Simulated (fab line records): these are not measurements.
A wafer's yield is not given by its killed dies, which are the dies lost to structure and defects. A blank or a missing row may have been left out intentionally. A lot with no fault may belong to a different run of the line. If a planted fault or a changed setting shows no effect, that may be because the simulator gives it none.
Matching of chambers || flow nand-harc || NHARC_A_M1_CMP_23 on cmp-01: 4 sister chambers
The step polishes, t overpolish 20 s, target thk 154.34 nm. 4 wafers are shown with their chamber, then 12 later ones without.

== WAFERS WITH THEIR CHAMBER ==
{"wafer": "L079.6", "chamber": 1, "motor-current-A (A)": 10.7}
{"wafer": "L086.1", "chamber": 0, "motor-current-A (A)": 14.6}
{"wafer": "L089.1", "chamber": 2, "motor-current-A (A)": 15.0}
{"wafer": "L089.5", "chamber": 3, "motor-current-A (A)": 11.3}

== WAFERS MISSING THEIR CHAMBER ==
{"wafer": "L091.1", "motor-current-A (A)": 11.1}
{"wafer": "L091.2", "motor-current-A (A)": 10.3}
{"wafer": "L091.6", "motor-current-A (A)": 10.2}
{"wafer": "L092.1", "motor-current-A (A)": 13.9}
{"wafer": "L092.3", "motor-current-A (A)": 11.1}
{"wafer": "L092.5", "motor-current-A (A)": 13.1}
{"wafer": "L096.1", "motor-current-A (A)": 15.1}
{"wafer": "L096.3", "motor-current-A (A)": 12.0}
{"wafer": "L096.4", "motor-current-A (A)": 13.4}
{"wafer": "L097.3", "motor-current-A (A)": 14.6}
{"wafer": "L097.4", "motor-current-A (A)": 9.9}
{"wafer": "L097.6", "motor-current-A (A)": 13.8}

== WHICH CHAMBER EACH ONE RAN IN ==
{"wafer": "L091.1", "from the rows above": "can't be placed: 3 or 1", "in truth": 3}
{"wafer": "L091.2", "from the rows above": "can't be placed: 1 or 3", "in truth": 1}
{"wafer": "L091.6", "from the rows above": "can't be placed: 1 or 3", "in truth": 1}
{"wafer": "L092.1", "from the rows above": "can't be placed: 0 or 2", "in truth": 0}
{"wafer": "L092.3", "from the rows above": "can't be placed: 3 or 1", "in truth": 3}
{"wafer": "L092.5", "from the rows above": "can't be placed: 0 or 3 or 2 or 1", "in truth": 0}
{"wafer": "L096.1", "from the rows above": "can't be placed: 2 or 0", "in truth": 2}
{"wafer": "L096.3", "from the rows above": "can't be placed: 3 or 1", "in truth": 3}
{"wafer": "L096.4", "from the rows above": "can't be placed: 0 or 2 or 3", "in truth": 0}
{"wafer": "L097.3", "from the rows above": "can't be placed: 0 or 2", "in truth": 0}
{"wafer": "L097.4", "from the rows above": "can't be placed: 1 or 3", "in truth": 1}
{"wafer": "L097.6", "from the rows above": "can't be placed: 0 or 2", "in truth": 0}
0 of 12 placed correctly. Unplaceable from these rows: 12, with the true chamber sitting among the candidates in 12. 0 placed wrongly.
How it was worked out, from the rows above alone: a wafer's distance from a chamber is the root of the sum, over the readings, of the square of ((its reading less the chamber's mean) divided by the reading's scatter). If the next closest chamber is less than 2 further off than the closest, the wafer can't be placed; otherwise it belongs to the closest. A chamber's mean is the mean of its shown wafers. The scatter: root of mean squared gap, hidden wafer to nearest shown wafer, with one shown wafer a chamber.
